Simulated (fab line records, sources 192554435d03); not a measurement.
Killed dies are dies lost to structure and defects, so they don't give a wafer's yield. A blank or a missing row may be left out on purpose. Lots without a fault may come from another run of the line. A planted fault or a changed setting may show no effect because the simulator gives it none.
Problem report in the 8D (eight disciplines) form, filled by code | flow n5_finfet | the parts of the form that need people (team, actions taken, sign-off) are left out

1. THE PROBLEM
etch_rf_on_time_s at N5_BEOL_M11_ETCH_61 reads a mean of 81.3 s on 2 wafers of 2 lots; wafers without a fault read 65.1 s with a standard deviation of 1.3. That is +12 standard deviations from the usual mean.
The step: etches SiARC in CF4, target depth 39 nm, time 65 s.
First seen on wafer L715.1, day 11 18:43, on rie_diel-03. The record holds 29 wafers of 10 lots with a number at this step. Rule for "out", or "out of limits": more than 4 standard deviations from the usual mean. The other wafers with a number count as sound.

2. WHAT IT IS AND WHAT IT IS NOT
question                    | is                | is not
which readings at this step | etch_rf_on_time_s | oes_product_au, rf_vpp_V, showerhead_plenum_p_Torr, throttle_valve_pct
which lots                  | L715, L717        | L708, L711, L713, L714, L723, L724, L725, L728
which wafers of those lots  | L715.1, L717.1    | L715.4, L715.5, L717.4
read on which tools         | rie_diel-03       | rie_diel-01, rie_diel-02
when                        | from day 11 18:43 | up to then (14 sound wafers); but 13 sound wafers of L717, L723, L724, L725, L728 came after

3. SUSPECTS, AND WHAT RULES EACH OUT
Counting: a tool at a process step up to the reading stays a suspect if it ran every lot that is out. Sound lots after the first of them don't rule it out here, since some wafers of a struck lot are sound.
- cmp-01 at N5_BEOL_M10_CMP_52 (polishes, stops on SiCOH lowk, t overpolish 7 s, target thk 140 nm): kept. It ran every lot that is out, first L715 (day 11 15:04); its last sound lot up to then is L714 (day 11 13:38).
- rie_diel-03 at N5_BEOL_M11_DESCUM_16 (chemistry O2, time 7.9 s): kept. It ran every lot that is out, first L715 (day 11 18:41); its last sound lot up to then is L713 (day 11 15:24).
- rie_diel-03 at N5_BEOL_M11_ETCH_61 (etches SiARC in CF4, target depth 39 nm, time 65 s): kept. It ran every lot that is out, first L715 (day 11 18:43); its last sound lot up to then is L713 (day 11 15:26). Its own readings are out on those wafers: etch_rf_on_time_s.
- Within cmp-01 at N5_BEOL_M10_CMP_52: the wafers that are out ran in chambers 0, 3; their sound lot-mates ran in chamber 2.
Left after counting: cmp-01 at N5_BEOL_M10_CMP_52, rie_diel-03 at N5_BEOL_M11_DESCUM_16, rie_diel-03 at N5_BEOL_M11_ETCH_61.

4. THE CAUSE (what the simulator had put in)
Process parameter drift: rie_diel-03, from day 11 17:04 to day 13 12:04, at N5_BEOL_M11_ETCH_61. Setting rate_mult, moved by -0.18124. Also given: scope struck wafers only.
Counting left 3 suspects, and this tool is among them.

5. THE CHAIN OF EFFECTS, in route order
Each row: a reading whose mean over the struck wafers that have a number lies more than 3 standard deviations from the usual. Only readings for which the record gives a usual standard deviation are gone through. hours: the time from each lot's start at the first step in this table that gives one to its start at this step, as a median over the lots. sigmas: the change in usual standard deviations.
hours | step                | reading           | usual  | on struck wafers | change | sigmas
0     | N5_BEOL_M11_ETCH_61 | etch_rf_on_time_s | 65.1 s | 81.3             | +16.2  | +12
The process steps in it:
- N5_BEOL_M11_ETCH_61: etches SiARC in CF4, target depth 39 nm, time 65 s.

6. WHAT WOULD HAVE CAUGHT IT SOONER
In this record the first reading out of limits was taken at day 11 18:43, 2 hours after the fault began at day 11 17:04.
